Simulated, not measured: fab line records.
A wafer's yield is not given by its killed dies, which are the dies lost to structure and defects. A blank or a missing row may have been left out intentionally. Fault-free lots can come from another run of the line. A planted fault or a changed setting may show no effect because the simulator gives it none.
Matching of chambers | flow n5 finfet | N5_BEOL_M11_PECVD_70 on pecvd-03 has 3 sister chambers
The step deposits SiO2 from TEOS/O2, target thk 20 nm, time 22.7 s. 14 wafers are shown with their chamber, then 7 later ones without.

## EACH WAFER AND ITS CHAMBER
wafer  | chamber | throttle valve pct (%) | heater power w (W) | showerhead plenum p Torr (Torr)
L074.1 | 2       | 21.9                   | 828                | 8.74
L074.3 | 0       | 22.5                   | 726                | 8.72
L074.5 | 1       | 21.8                   | 656                | 8.74
L078.1 | 0       | 22.2                   | 731                | 8.73
L078.4 | 0       | 22.5                   | 729                | 8.75
L078.6 | 2       | 21.8                   | 744                | 8.76
L083.1 | 2       | 22.2                   | 868                | 8.74
L083.2 | 0       | 22.0                   | 779                | 8.73
L083.5 | 2       | 22.2                   | 877                | 8.74
L091.1 | 2       | 21.9                   | 731                | 8.75
L091.2 | 0       | 22.2                   | 637                | 8.75
L091.6 | 1       | 21.5                   | 675                | 8.76
L092.1 | 0       | 22.2                   | 773                | 8.73
L092.2 | 2       | 22.3                   | 754                | 8.74

SIGNATURES (means of the wafers above)
reading                  | chamber 0 | chamber 1 | chamber 2 | scatter within a chamber
throttle valve pct       | 22.267    | 21.650    | 22.050    | 0.203
heater power w           | 729.17    | 665.50    | 800.33    | 56
showerhead plenum p Torr | 8.7350    | 8.7500    | 8.7450    | 0.0109
Rule: a wafer lies at a distance from a chamber equal to the root of the sum of squares, over the readings, of (its reading less the chamber's mean, divided by the reading's scatter). The wafer belongs to the nearest chamber; if the next one is less than 2 further off, it can't be placed. The scatter: take each reading less its chamber's mean, square it, sum over the shown wafers, divide by the number of wafers less the number of chambers, and take the root.

## WAFERS MISSING THEIR CHAMBER
wafer  | throttle valve pct (%) | heater power w (W) | showerhead plenum p Torr (Torr)
L092.3 | 21.4                   | 720                | 8.72
L095.1 | 22.2                   | 753                | 8.72
L095.3 | 21.7                   | 723                | 8.71
L095.6 | 22.4                   | 762                | 8.75
L094.2 | 22.2                   | 801                | 8.74
L094.3 | 22.4                   | 749                | 8.76
L094.5 | 21.5                   | 661                | 8.71

## WHICH CHAMBER EACH WENT THROUGH
wafer  | from the rows above          | in truth
L092.3 | can't be placed: 1 or 2 or 0 | 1
L095.1 | can't be placed: 0 or 2      | 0
L095.3 | can't be placed: 0 or 1 or 2 | 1
L095.6 | can't be placed: 0 or 2      | 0
L094.2 | can't be placed: 2 or 0      | 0
L094.3 | can't be placed: 2 or 0 or 1 | 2
L094.5 | can't be placed: 1 or 0 or 2 | 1
0 of 7 placed correctly. Cannot be placed on the basis of these rows: 7; the candidates contain the true chamber in 7. Placed wrongly: 0.
